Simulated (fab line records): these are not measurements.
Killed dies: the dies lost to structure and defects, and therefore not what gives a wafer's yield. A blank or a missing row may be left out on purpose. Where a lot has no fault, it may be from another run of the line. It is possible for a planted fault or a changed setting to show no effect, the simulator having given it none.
Split-lot experiment -- flow n5_finfet -- 21 wafers read from 7 lots, route of 1938 steps

THE SPLIT ITSELF
At N5_BEOL_M4_COAT_73 (time 60 s, resist thk 5 nm), the setting spin_rpm was moved away from the recipe's 1500 rpm on 7 of the 21 wafers read, by -8.1% to +11.1%. This setting was run at the recipe's value on the other wafers.

FROM THE SPLIT TO THE READING: what the file shows between them, 3 steps
- N5_BEOL_M4_COAT_05: resist thk 30 nm
- N5_BEOL_M4_EBR_07
- N5_BEOL_M4_DESCUM_16: chemistry O2, time 7 s

THE READING
etch.depth_nm (the simulator's own value, which no gauge read), in nm, at N5_BEOL_M4_ETCH_74 (etches underlayer in N2/H2, target depth 6.5 nm, time 5.2 s). No usual value for it is given in the file. Average 5.000 nm, standard deviation 0.01 nm, over the 14 wafers here run with the recipe.

wafer,"tool, chamber at the split","spin_rpm as run, rpm",against the recipe,"etch.depth_nm, nm",against lot-mates on the recipe
L078.3,"litho_track-04, 0",1500,recipe,5.008,-
L078.4,"litho_track-04, 0",1500,recipe,4.979,-
L078.5,"litho_track-04, 0",1500,recipe,4.996,-
L082.2,"litho_track-05, 0",1418,-5.5%,5.159,+0.159
L082.4,"litho_track-05, 0",1500,recipe,5,-
L082.6,"litho_track-05, 0",1500,recipe,5,-
L084.1,"litho_track-04, 0",1500,recipe,5,-
L084.2,"litho_track-04, 0",1500,recipe,5.016,-
L084.4,"litho_track-04, 0",1667,+11.1%,4.751,-0.257
L086.1,"litho_track-05, 0",1500,recipe,5,-
L086.5,"litho_track-05, 0",1379,-8.1%,5.232,+0.231
L086.6,"litho_track-05, 0",1500,recipe,5.002,-
L089.1,"litho_track-02, 0",1558,+3.9%,4.915,-0.096
L089.3,"litho_track-02, 0",1500,recipe,5.017,-
L089.4,"litho_track-02, 0",1500,recipe,5.004,-
L090.4,"litho_track-04, 0",1500,recipe,4.993,-
L090.5,"litho_track-04, 0",1500,recipe,4.984,-
L090.6,"litho_track-04, 0",1651,+10.1%,4.749,-0.240
L093.1,"litho_track-02, 0",1657,+10.5%,4.758,-0.241
L093.4,"litho_track-02, 0",1500,recipe,4.999,-
L093.6,"litho_track-02, 0",1657,+10.5%,4.744,-0.255

THE FIT
A straight line over all 21 wafers: etch.depth_nm changes by -0.0248 nm for each +1% of spin_rpm; r = -0.99; the points scatter about the line by 0.014 nm.
The same after taking each lot's own level away (the mean of its wafers on the recipe; 21 wafers): -0.0248 nm for each +1%; r = -1.00; scatter 0.011 nm.
Per that fit: largest spin_rpm move, reading shift of 0.28 nm.
The lots' own levels span 4.9885 to 5.0105 nm, that is 2.2 times the standard deviation above.
So the lot-to-lot level changes the slope little: the two slopes agree.
Check: for one of the wafers moved furthest among these (+11.1%), held out of the fit, the line's prediction against its lot-mates is -0.275 nm. It came out at -0.257 nm against them.

FURTHER SPLITS ON THESE WAFERS
These wafers also went through other splits before the reading. Each is held against what the fit with the lots' levels taken away leaves over:
other split on the same wafers,wafers away from the commonest value,r with etch.depth_nm (lot level and that fit taken away)
N5_MOL_CONTACT_COAG_EXPOSE_37 dose_mj,9,+0.11
N5_MOL_CONTACT_COAG_ALD_133 ald_cycles,6,-0.33
N5_BEOL_M0_SAQP_COAT_08 spin_rpm,4,+0.27
N5_BEOL_M0_SAQP_ETCH_88 source_w,3,-0.02
N5_BEOL_M0_CUTY_EXPOSE_54 dose_mj,9,+0.37
N5_BEOL_M1_VIA_ETCH_34 time_s,8,-0.12
N5_BEOL_M2_COAT_68 spin_rpm,8,+0.09
N5_BEOL_M2_COAT_76 temp_c,7,+0.20
N5_BEOL_M4_PECVD_72 temp_c,8,-0.07

THE FILE'S OWN FIT
etch.depth_nm changes by -0.0246 nm for each +1% of spin_rpm, r = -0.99.
